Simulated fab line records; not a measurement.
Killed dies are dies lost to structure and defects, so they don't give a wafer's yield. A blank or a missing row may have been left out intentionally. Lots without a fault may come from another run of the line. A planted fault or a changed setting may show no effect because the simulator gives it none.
Lot-split experiment || flow n5Finfet || route with 1938 steps; 7 lots, 21 wafers read

## THE SPLIT ITSELF
At N5_BEOL_M14_ETCH_68 (etches SOC in N2/H2, time 450 s), the setting timeS was moved away from the recipe's 450 s on 5 of the 21 wafers read, by -7.9% to +20.6%. For the rest of the wafers, this setting stayed at what the recipe calls for.

The split's own step is where the reading is taken.

## THE READING
SiARC_of_BEOL_M14_COAT_66.thkNm (the simulator's own value, which no gauge read), in nm, at N5_BEOL_M14_ETCH_68 (etches SOC in N2/H2, time 450 s). There is no usual value for it anywhere in the file. Average 65.5 nm, standard deviation 0.44 nm, over the 16 wafers here run with the recipe.

{"wafer": "L074.1", "tool, chamber at the split": "rieDiel-04, 0", "timeS as run, s": 450, "against the recipe": "recipe", "SiARC_of_BEOL_M14_COAT_66.thkNm, nm": 64.6, "against lot-mates on the recipe": "-"}
{"wafer": "L074.5", "tool, chamber at the split": "rieDiel-04, 0", "timeS as run, s": 414.6, "against the recipe": "-7.9%", "SiARC_of_BEOL_M14_COAT_66.thkNm, nm": 68.8, "against lot-mates on the recipe": "+4.2"}
{"wafer": "L074.6", "tool, chamber at the split": "rieDiel-04, 3", "timeS as run, s": 414.6, "against the recipe": "-7.9%", "SiARC_of_BEOL_M14_COAT_66.thkNm, nm": 66.8, "against lot-mates on the recipe": "+2.2"}
{"wafer": "L076.4", "tool, chamber at the split": "rieDiel-04, 1", "timeS as run, s": 450, "against the recipe": "recipe", "SiARC_of_BEOL_M14_COAT_66.thkNm, nm": 65.6, "against lot-mates on the recipe": "-"}
{"wafer": "L076.5", "tool, chamber at the split": "rieDiel-04, 1", "timeS as run, s": 450, "against the recipe": "recipe", "SiARC_of_BEOL_M14_COAT_66.thkNm, nm": 65.8, "against lot-mates on the recipe": "-"}
{"wafer": "L076.6", "tool, chamber at the split": "rieDiel-04, 2", "timeS as run, s": 450, "against the recipe": "recipe", "SiARC_of_BEOL_M14_COAT_66.thkNm, nm": 65.6, "against lot-mates on the recipe": "-"}
{"wafer": "L081.3", "tool, chamber at the split": "rieDiel-01, 2", "timeS as run, s": 450, "against the recipe": "recipe", "SiARC_of_BEOL_M14_COAT_66.thkNm, nm": 66.2, "against lot-mates on the recipe": "-"}
{"wafer": "L081.5", "tool, chamber at the split": "rieDiel-01, 0", "timeS as run, s": 450, "against the recipe": "recipe", "SiARC_of_BEOL_M14_COAT_66.thkNm, nm": 65.8, "against lot-mates on the recipe": "-"}
{"wafer": "L081.6", "tool, chamber at the split": "rieDiel-01, 1", "timeS as run, s": 450, "against the recipe": "recipe", "SiARC_of_BEOL_M14_COAT_66.thkNm, nm": 65.8, "against lot-mates on the recipe": "-"}
{"wafer": "L086.1", "tool, chamber at the split": "rieDiel-01, 1", "timeS as run, s": 450, "against the recipe": "recipe", "SiARC_of_BEOL_M14_COAT_66.thkNm, nm": 65.6, "against lot-mates on the recipe": "-"}
{"wafer": "L086.3", "tool, chamber at the split": "rieDiel-01, 3", "timeS as run, s": 450, "against the recipe": "recipe", "SiARC_of_BEOL_M14_COAT_66.thkNm, nm": 65, "against lot-mates on the recipe": "-"}
{"wafer": "L086.6", "tool, chamber at the split": "rieDiel-01, 1", "timeS as run, s": 450, "against the recipe": "recipe", "SiARC_of_BEOL_M14_COAT_66.thkNm, nm": 65.4, "against lot-mates on the recipe": "-"}
{"wafer": "L089.1", "tool, chamber at the split": "rieDiel-01, 3", "timeS as run, s": 450, "against the recipe": "recipe", "SiARC_of_BEOL_M14_COAT_66.thkNm, nm": 64.8, "against lot-mates on the recipe": "-"}
{"wafer": "L089.2", "tool, chamber at the split": "rieDiel-01, 1", "timeS as run, s": 450, "against the recipe": "recipe", "SiARC_of_BEOL_M14_COAT_66.thkNm, nm": 65.4, "against lot-mates on the recipe": "-"}
{"wafer": "L089.4", "tool, chamber at the split": "rieDiel-01, 2", "timeS as run, s": 450, "against the recipe": "recipe", "SiARC_of_BEOL_M14_COAT_66.thkNm, nm": 65.6, "against lot-mates on the recipe": "-"}
{"wafer": "L090.1", "tool, chamber at the split": "rieDiel-03, 3", "timeS as run, s": 537.9, "against the recipe": "+19.5%", "SiARC_of_BEOL_M14_COAT_66.thkNm, nm": 56, "against lot-mates on the recipe": -9.4}
{"wafer": "L090.3", "tool, chamber at the split": "rieDiel-03, 1", "timeS as run, s": 450, "against the recipe": "recipe", "SiARC_of_BEOL_M14_COAT_66.thkNm, nm": 65.4, "against lot-mates on the recipe": "-"}
{"wafer": "L090.5", "tool, chamber at the split": "rieDiel-03, 3", "timeS as run, s": 537.9, "against the recipe": "+19.5%", "SiARC_of_BEOL_M14_COAT_66.thkNm, nm": 56, "against lot-mates on the recipe": -9.4}
{"wafer": "L091.2", "tool, chamber at the split": "rieDiel-01, 2", "timeS as run, s": 542.5, "against the recipe": "+20.6%", "SiARC_of_BEOL_M14_COAT_66.thkNm, nm": 57.6, "against lot-mates on the recipe": -8.0}
{"wafer": "L091.4", "tool, chamber at the split": "rieDiel-01, 2", "timeS as run, s": 450, "against the recipe": "recipe", "SiARC_of_BEOL_M14_COAT_66.thkNm, nm": 66.2, "against lot-mates on the recipe": "-"}
{"wafer": "L091.5", "tool, chamber at the split": "rieDiel-01, 0", "timeS as run, s": 450, "against the recipe": "recipe", "SiARC_of_BEOL_M14_COAT_66.thkNm, nm": 65, "against lot-mates on the recipe": "-"}

FIT RESULTS
A straight line over all 21 wafers: SiARC_of_BEOL_M14_COAT_66.thkNm changes by -0.429 nm for each +1% of timeS; r = -0.98; the points scatter about the line by 0.73 nm.
The same after taking each lot's own level away (the mean of its wafers on the recipe; 21 wafers): -0.443 nm for each +1%; r = -0.99; scatter 0.55 nm.
The reading moves by 9.1 nm for the largest change in timeS, on that fit.
The span of the lots' own levels, 64.60 to 65.93 nm, comes to 3.0 times the standard deviation stated above.
So the lot-to-lot level changes the slope little: the two slopes agree.
Check: with one of the wafers moved furthest among these (+20.6%) left out of the fit, the line predicts -9.71 nm for it against its lot-mates. Against them it came out at -8 nm.

## THESE WAFERS: OTHER SPLITS
Before the reading, these wafers also passed through other splits. Each is held against what the fit with the lots' levels taken away leaves over:
{"other split on the same wafers": "N5_BEOL_M12_SPUTTER_44 timeS", "wafers away from the commonest value": 4, "r with SiARC_of_BEOL_M14_COAT_66.thkNm (lot level and that fit taken away)": -0.36}
{"other split on the same wafers": "N5_BEOL_M13_EXPOSE_07 doseMj", "wafers away from the commonest value": 8, "r with SiARC_of_BEOL_M14_COAT_66.thkNm (lot level and that fit taken away)": "+0.40"}
{"other split on the same wafers": "N5_BEOL_M14_PEB_26 pebTempC", "wafers away from the commonest value": 8, "r with SiARC_of_BEOL_M14_COAT_66.thkNm (lot level and that fit taken away)": "+0.21"}

## THE FILE'S OWN FIT
SiARC_of_BEOL_M14_COAT_66.thkNm changes by -0.431 nm for each +1% of timeS, r = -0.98.
